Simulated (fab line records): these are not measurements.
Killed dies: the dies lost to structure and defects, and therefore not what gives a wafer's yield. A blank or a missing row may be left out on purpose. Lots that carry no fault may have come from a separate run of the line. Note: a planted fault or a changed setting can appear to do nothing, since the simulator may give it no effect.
Lot-split experiment    flow n5-finfet    7 lots, 21 wafers read, on a route of 1938 steps

== SPLIT DETAILS ==
At N5_BEOL_M1_ETCH_64 (etches SOC in N2/H2, target depth 75 nm, overetch 15 nm, time 112.5 s), the setting source-w was moved away from the recipe's 840 W on 10 of the 21 wafers read, by -15.4% to +9.6%. All remaining wafers had this setting at the recipe value.

The reading comes from the split's own step.

== THE READING ==
rf-vpp-V, in V, at N5_BEOL_M1_ETCH_64 (etches SOC in N2/H2, target depth 75 nm, overetch 15 nm, time 112.5 s). Fault-free wafers of this fab line usually give 524.1 V, standard deviation 2.5 V.

wafer   tool, chamber at the split  source-w as run, W  against the recipe  rf-vpp-V, V  against lot-mates on the recipe
L074.1  rie-diel-03, 2              920.8               +9.6%               511.7        -12.3
L074.3  rie-diel-03, 0              840                 recipe              523.7        -
L074.4  rie-diel-03, 3              840                 recipe              524.4        -
L078.1  rie-diel-03, 0              755.1               -10.1%              543.0        +19.2
L078.2  rie-diel-03, 3              840                 recipe              523.8        -
L078.6  rie-diel-03, 3              755.1               -10.1%              544.8        +21.0
L077.2  rie-diel-06, 3              755.8               -10.0%              543.9        +19.2
L077.3  rie-diel-06, 1              840                 recipe              524.7        -
L077.6  rie-diel-06, 2              755.8               -10.0%              539.6        +14.9
L080.2  rie-diel-01, 1              840                 recipe              523.2        -
L080.3  rie-diel-01, 2              710.4               -15.4%              559.6        +36.4
L080.5  rie-diel-01, 1              710.4               -15.4%              554.7        +31.5
L082.2  rie-diel-01, 1              840                 recipe              522.9        -
L082.3  rie-diel-01, 2              840                 recipe              529.0        -
L082.5  rie-diel-01, 3              840                 recipe              521.3        -
L086.1  rie-diel-01, 0              753.6               -10.3%              541.8        +16.4
L086.5  rie-diel-01, 2              840                 recipe              527.5        -
L086.6  rie-diel-01, 1              840                 recipe              523.2        -
L095.1  rie-diel-03, 3              777.2               -7.5%               538.0        +11.9
L095.3  rie-diel-03, 1              777.2               -7.5%               533.6        +7.5
L095.4  rie-diel-03, 2              840                 recipe              526.1        -

FIT RESULTS
A straight line over all 21 wafers: rf-vpp-V changes by -1.84 V for each +1% of source-w; r = -0.97; the points scatter about the line by 2.9 V.
The same after taking each lot's own level away (the mean of its wafers on the recipe; 21 wafers): -1.85 V for each +1%; r = -0.97; scatter 3.3 V.
On that fit, the largest move of source-w shifts the reading by 29 V.
The span of the lots' own levels, 523.20 to 526.10 V, comes to 1.2 times the standard deviation stated above.
The two slopes agree, so the slope changes little with the lot-to-lot level.
Check: +26.9 V against its lot-mates is what the line predicts for one of the wafers moved furthest among these (-15.4%) when that wafer is left out of the fit. It came out at +36.4 V against them.
Tool readings at the split's step, against how far the setting was moved: rf-vpp-V r = -0.97.

== OTHER SPLITS ON THESE WAFERS ==
These wafers also went through other splits before the reading. Each is held against what the fit with the lots' levels taken away leaves over:
other split on the same wafers  wafers away from the commonest value  r with rf-vpp-V (lot level and that fit taken away)
N5_BEOL_M1_COAT_05 spin-rpm     4                                     -0.08

== FILE'S OWN FIT ==
rf-vpp-V changes by -1.81 V for each +1% of source-w, r = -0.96.
